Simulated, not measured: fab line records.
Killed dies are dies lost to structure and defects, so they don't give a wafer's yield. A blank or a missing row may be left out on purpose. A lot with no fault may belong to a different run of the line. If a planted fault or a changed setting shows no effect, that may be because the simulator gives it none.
The tool behind it: which one?	flow n5 finfet	13 lots, 39 wafers sampled, at 3 steps of a route of 1938

## WHAT EACH GAUGE READ, for each wafer
The record lacks any reading of a measuring or inspecting step that a usual standard deviation could be used to judge.

## EACH LOT AND THE TOOL THAT RAN IT (in order: tool; ch and the chambers of the sampled wafers; start)
lot	N5_BEOL_M5_ECD_50	N5_PASSIVATION_PASS_ETCH_47	N5_PASSIVATION_PROBE_49
L266	ecd cu-02 ch 0,1, day 8 14:31	rie diel-02 ch 2,3, day 12 08:10	-
L267	ecd cu-01 ch 0,1, day 8 20:49	rie diel-05 ch 0,2, day 13 01:41	-
L268	ecd cu-02 ch 0,1, day 9 03:36	rie diel-05 ch 0,2,3, day 13 03:08	-
L271	ecd cu-02 ch 0,1, day 9 11:32	rie diel-02 ch 0,1, day 13 06:50	-
L269	ecd cu-02 ch 0,1, day 9 16:07	rie diel-05 ch 1,2, day 13 11:08	-
L270	ecd cu-02 ch 0, day 9 17:59	rie diel-06 ch 0,2, day 13 14:26	-
L275	ecd cu-01 ch 0,1, day 11 05:25	rie diel-06 ch 0,2,3, day 14 21:17	-
L280	ecd cu-02 ch 0,1, day 12 00:16	rie diel-05 ch 0,1,3, day 15 18:29	prober-01, day 15 21:29
L282	ecd cu-01 ch 0,1, day 12 15:17	rie diel-06 ch 0,1, day 16 10:22	-
L281	ecd cu-02 ch 0,1, day 12 22:24	rie diel-06 ch 1,2,3, day 16 14:59	prober-01, day 16 18:03
L285	ecd cu-01 ch 1, day 13 11:56	rie diel-05 ch 2,3, day 17 03:57	-
L287	ecd cu-01 ch 0,1, day 14 03:14	rie diel-06 ch 0,1,3, day 18 05:50	-
L288	ecd cu-01 ch 0,1, day 14 06:25	rie diel-02 ch 1,2, day 18 04:48	-
- N5_BEOL_M5_ECD_50: material Cu, target thk 300 nm.
- N5_PASSIVATION_PASS_ETCH_47: etches SiNx in CF4/O2, target depth 770 nm, time 385 s.
- N5_PASSIVATION_PROBE_49

## WHAT THE TOOLS THEMSELVES READ (means of the sampled wafers that have a number; where no wafer has one, the mark that the record gives instead)
N5_PASSIVATION_PASS_ETCH_47. Usual: chamber pressure mTorr 40.00 mTorr, standard deviation 0.037; drypump motor current A 5.7 A, standard deviation 0.46; oes_o_777_au 0.81 a.u., standard deviation 0.076; oes product au 0.81 a.u., standard deviation 0.077; rf vpp V 242.7 V, standard deviation 2.8; showerhead plenum p Torr 2.24 Torr, standard deviation 0.073; throttle valve pct 15.84 %, standard deviation 0.21.
lot	tool	chamber pressure mTorr (mTorr)	drypump motor current A (A)	oes_o_777_au (a.u.)	oes product au (a.u.)	rf vpp V (V)	showerhead plenum p Torr (Torr)	throttle valve pct (%)	flag
L266	rie diel-02	40.02	5.8	0.86	0.86	243.5	2.19	15.65	
L267	rie diel-05	40.01	5.7	0.83	0.84	241.8	2.27	15.67	
L268	rie diel-05	40.02	5.4	0.78	0.78	242.5	2.25	15.77	
L271	rie diel-02	39.99	6.5	0.75	0.73	243.4	2.22	15.74	
L269	rie diel-05	40.02	5.4	0.80	0.82	244.7	2.29	15.89	
L270	rie diel-06	39.97	5.6	0.85	0.84	238.7	2.14	15.97	
L275	rie diel-06	40.05	5.6	0.80	0.79	240.7	2.19	15.97	
L280	rie diel-05	40.01	5.3	0.84	0.86	243.0	2.20	15.80	
L282	rie diel-06	39.99	5.8	0.86	0.85	238.8	2.21	15.95	
L281	rie diel-06	40.00	5.6	0.87	0.87	245.4	2.32	15.91	
L285	rie diel-05	40.00	5.3	0.83	0.84	242.2	2.30	15.76	
L287	rie diel-06	39.96	5.8	0.81	0.81	241.4	2.25	15.97	
L288	rie diel-02	39.98	6.3	0.80	0.80	242.7	2.28	15.68	

N5_PASSIVATION_PROBE_49. Usual: defect limited yield 91.7 %, standard deviation 1.5; killed_at_M0_to_M3 30, standard deviation 8.6; killed_at_M4_up 12, standard deviation 4.5; killed at contacts 13, standard deviation 5.8; killed at front end 38, standard deviation 11; killed at other 4, standard deviation 3; killed dies 97, standard deviation 17; killed on rim 13, standard deviation 3.6; killed open 63, standard deviation 12; killed short 32, standard deviation 8.8; sort_bin_5_function 4.8 %, standard deviation 0.91; sort_bin_6_memory 3.1 %, standard deviation 0.68; sort n pass 1083, standard deviation 17; sort yield pct 91.7 %, standard deviation 1.5.
lot	tool	defect limited yield (%)	killed_at_M0_to_M3	killed_at_M4_up	killed at contacts	killed at front end	killed at other	killed dies	killed on rim	killed open	killed short	sort_bin_5_function (%)	sort_bin_6_memory (%)	sort n pass	sort yield pct (%)	flag
L280	prober-01	34.6	21	713	10	24	3	771	97	41	28	42.4	17.1	409	34.6	OFF
L281	prober-01	35.2	19	705	10	26	4	764	95	41	25	43.6	17.1	416	35.2	OFF

## THE ANSWER, worked out from the rows above alone
Rule: take the mean of a lot's wafers that have a number; if it is more than 3 standard deviations from the usual mean, the lot is off. A lot without any number at a reading at which 4 lots or more have one is off too. The other lots that the step has rows for count as sound. The gauges are gone through in route order, then the tools' own readings, and for those a lot's mean is taken as printed above. The first step at which some lot is off is used, and at that step the reading that is off furthest; a lot without a number counts as furthest.
Off: L280, L281 (N5_PASSIVATION_PROBE_49, killed_at_M4_up). Neither off nor sound, because the step has no rows for them: L266, L267, L268, L271, L269, L270, L275, L282, L285, L287, L288.
A tool fits if, at that step or a process step before it, it ran every lot that is off, and no sound lot after the first of them. This does not decide it: 2 tools fit, namely ecd cu-02 at N5_BEOL_M5_ECD_50 and prober-01 at N5_PASSIVATION_PROBE_49.

## WHAT THE SIMULATOR HAD PUT IN
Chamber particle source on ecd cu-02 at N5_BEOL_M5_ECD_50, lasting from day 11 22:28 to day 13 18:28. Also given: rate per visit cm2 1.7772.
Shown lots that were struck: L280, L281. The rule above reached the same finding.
